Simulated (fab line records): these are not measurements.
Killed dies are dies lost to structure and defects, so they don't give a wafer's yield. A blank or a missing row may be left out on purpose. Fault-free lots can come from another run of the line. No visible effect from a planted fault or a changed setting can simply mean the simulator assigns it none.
Which of the tools did it? ; flow n5-finfet ; 13 lots, 37 wafers sampled, at 3 steps of a route of 1938

WHAT THE GAUGES SHOWED, per wafer
The record lacks any reading of a measuring or inspecting step that a usual standard deviation could be used to judge.

WHICH TOOL RAN EACH LOT (tool, then ch and the chambers of the sampled wafers, then the start)
lot;N5_BEOL_M2_ETCH_70;N5_PASSIVATION_PASS_ETCH_47;N5_PASSIVATION_PROBE_49
L628;rie-diel-02 ch 1,2,3, day 6 23:56;rie-diel-03 ch 0,1, day 12 16:45;-
L629;rie-diel-06 ch 2,3, day 7 05:20;rie-diel-03 ch 0,3, day 12 10:28;-
L630;rie-diel-02 ch 1,2,3, day 7 16:46;rie-diel-02 ch 1,2,3, day 13 07:46;-
L631;rie-diel-03 ch 1,2,3, day 7 20:15;rie-diel-03 ch 1,2, day 13 08:16;-
L632;rie-diel-02 ch 1,2,3, day 8 01:59;rie-diel-02 ch 1,2,3, day 13 18:27;-
L638;rie-diel-02 ch 2, day 9 09:04;rie-diel-02 ch 1, day 15 17:36;prober-02, day 15 20:37
L642;rie-diel-03 ch 0,1,3, day 10 16:59;rie-diel-06 ch 1,2,3, day 16 10:41;prober-01, day 16 13:43
L643;rie-diel-06 ch 0,2, day 10 17:29;rie-diel-02 ch 1,3, day 16 04:18;-
L645;rie-diel-06 ch 2,3, day 11 02:14;rie-diel-02 ch 0,1,3, day 17 10:25;-
L647;rie-diel-03 ch 0,1,2, day 11 10:28;rie-diel-02 ch 1,2,3, day 17 06:09;prober-01, day 17 09:10
L648;rie-diel-02 ch 0,1,2, day 12 03:14;rie-diel-02 ch 0,1, day 17 11:01;-
L650;rie-diel-06 ch 1,3, day 12 17:10;rie-diel-03 ch 0,2,3, day 18 01:25;-
L649;rie-diel-06 ch 0,3, day 12 20:04;rie-diel-06 ch 1,2, day 17 23:56;-
- N5_BEOL_M2_ETCH_70: etches SOC in N2/H2, target depth 80 nm, overetch 24 nm, time 130 s.
- N5_PASSIVATION_PASS_ETCH_47: etches SiNx in CF4/O2, target depth 770 nm, time 385 s.
- N5_PASSIVATION_PROBE_49

WHAT THE TOOLS THEMSELVES READ (means of the sampled wafers that have a number; where no wafer has one, the mark that the record gives instead)
N5_BEOL_M2_ETCH_70. Usual: drypump-motor-current-A 5.64 A, standard deviation 0.29; oes-product-au 0.54 a.u., standard deviation 0.046; rf-vpp-V 524.0 V, standard deviation 2.5; showerhead-plenum-p-Torr 2.55 Torr, standard deviation 0.086; throttle-valve-pct 17.93 %, standard deviation 0.23.
lot;tool;drypump-motor-current-A (A);oes-product-au (a.u.);rf-vpp-V (V);showerhead-plenum-p-Torr (Torr);throttle-valve-pct (%);flag
L628;rie-diel-02;5.62;0.54;524.2;2.55;18.03;
L629;rie-diel-06;5.93;0.53;520.3;2.41;17.91;
L630;rie-diel-02;5.61;0.53;524.8;2.55;18.04;
L631;rie-diel-03;5.78;0.56;526.2;2.61;17.79;
L632;rie-diel-02;5.62;0.53;523.5;2.55;18.06;
L638;rie-diel-02;5.38;0.52;523.2;2.51;17.81;
L642;rie-diel-03;5.58;0.56;525.3;2.59;17.93;
L643;rie-diel-06;5.96;0.58;526.8;2.66;17.86;
L645;rie-diel-06;5.93;0.63;524.7;2.61;17.59;
L647;rie-diel-03;5.66;0.52;523.9;2.52;17.96;
L648;rie-diel-02;5.61;0.59;523.5;2.54;17.77;
L650;rie-diel-06;5.36;0.52;521.7;2.48;18.05;
L649;rie-diel-06;5.44;0.52;522.1;2.48;17.79;

N5_PASSIVATION_PASS_ETCH_47. Usual: drypump-motor-current-A 5.6 A, standard deviation 0.3; oes_o_777_au 0.82 a.u., standard deviation 0.1; oes-product-au 0.83 a.u., standard deviation 0.11; rf-vpp-V 240 V, standard deviation 4.2; showerhead-plenum-p-Torr 2.20 Torr, standard deviation 0.074; throttle-valve-pct 15.84 %, standard deviation 0.23.
lot;tool;drypump-motor-current-A (A);oes_o_777_au (a.u.);oes-product-au (a.u.);rf-vpp-V (V);showerhead-plenum-p-Torr (Torr);throttle-valve-pct (%);flag
L628;rie-diel-03;5.4;0.70;0.70;234;2.21;15.98;
L629;rie-diel-03;5.7;0.77;0.77;240;2.18;15.91;
L630;rie-diel-02;5.6;0.78;0.79;242;2.20;16.05;
L631;rie-diel-03;5.6;0.76;0.77;233;2.23;15.81;
L632;rie-diel-02;5.6;0.77;0.78;242;2.20;16.07;
L638;rie-diel-02;5.9;0.95;0.97;245;2.25;15.75;
L642;rie-diel-06;5.6;0.82;0.82;242;2.19;15.81;
L643;rie-diel-02;5.7;0.95;0.95;242;2.22;15.83;
L645;rie-diel-02;5.7;0.90;0.91;241;2.19;15.81;
L647;rie-diel-02;5.6;0.90;0.91;242;2.19;15.78;
L648;rie-diel-02;5.7;0.87;0.89;243;2.20;15.67;
L650;rie-diel-03;5.8;0.78;0.78;239;2.19;15.84;
L649;rie-diel-06;5.8;0.87;0.86;247;2.22;15.85;

N5_PASSIVATION_PROBE_49. Usual: killed_at_M0_to_M3 34, standard deviation 12; killed_at_M4_up 12, standard deviation 4.9; killed-at-contacts 13, standard deviation 7.2; killed-at-front-end 39, standard deviation 12; killed-at-other 3.7, standard deviation 2.9; killed-dies 101, standard deviation 18; killed-on-rim 13, standard deviation 4; killed-open 67, standard deviation 14; killed-short 33, standard deviation 7.2.
lot;tool;killed_at_M0_to_M3;killed_at_M4_up;killed-at-contacts;killed-at-front-end;killed-at-other;killed-dies;killed-on-rim;killed-open;killed-short;flag
L638;prober-02;113;17;4;34;0.0;168;23;52;24;OFF
L642;prober-01;33;13;10;43;3.3;102;12;63;40;
L647;prober-01;31;11;8;41;2.3;94;12;59;35;

THE ANSWER, worked out from the rows above alone
Rule: a lot is off if the mean of its wafers that have a number lies more than 3 standard deviations from the usual mean. A lot without any number at a reading at which 4 lots or more have one is off too. All remaining lots with rows at the step are treated as sound. The gauges are gone through in route order, then the tools' own readings, and for those a lot's mean is taken as printed above. At the first step where some lot is off, the reading lying furthest off is the one used; lots without a number count as furthest.
Off, at N5_PASSIVATION_PROBE_49 on killed_at_M0_to_M3: L638. Neither off nor sound, because the step has no rows for them: L628, L629, L630, L631, L632, L643, L645, L648, L650, L649.
A tool fits if, at that step or a process step before it, it ran every lot that is off, and no sound lot after the first of them. 2 tools fit, rie-diel-02 at N5_BEOL_M2_ETCH_70 and prober-02 at N5_PASSIVATION_PROBE_49, so this cannot tell which one it is.

WHAT THE SIMULATOR HAD PUT IN
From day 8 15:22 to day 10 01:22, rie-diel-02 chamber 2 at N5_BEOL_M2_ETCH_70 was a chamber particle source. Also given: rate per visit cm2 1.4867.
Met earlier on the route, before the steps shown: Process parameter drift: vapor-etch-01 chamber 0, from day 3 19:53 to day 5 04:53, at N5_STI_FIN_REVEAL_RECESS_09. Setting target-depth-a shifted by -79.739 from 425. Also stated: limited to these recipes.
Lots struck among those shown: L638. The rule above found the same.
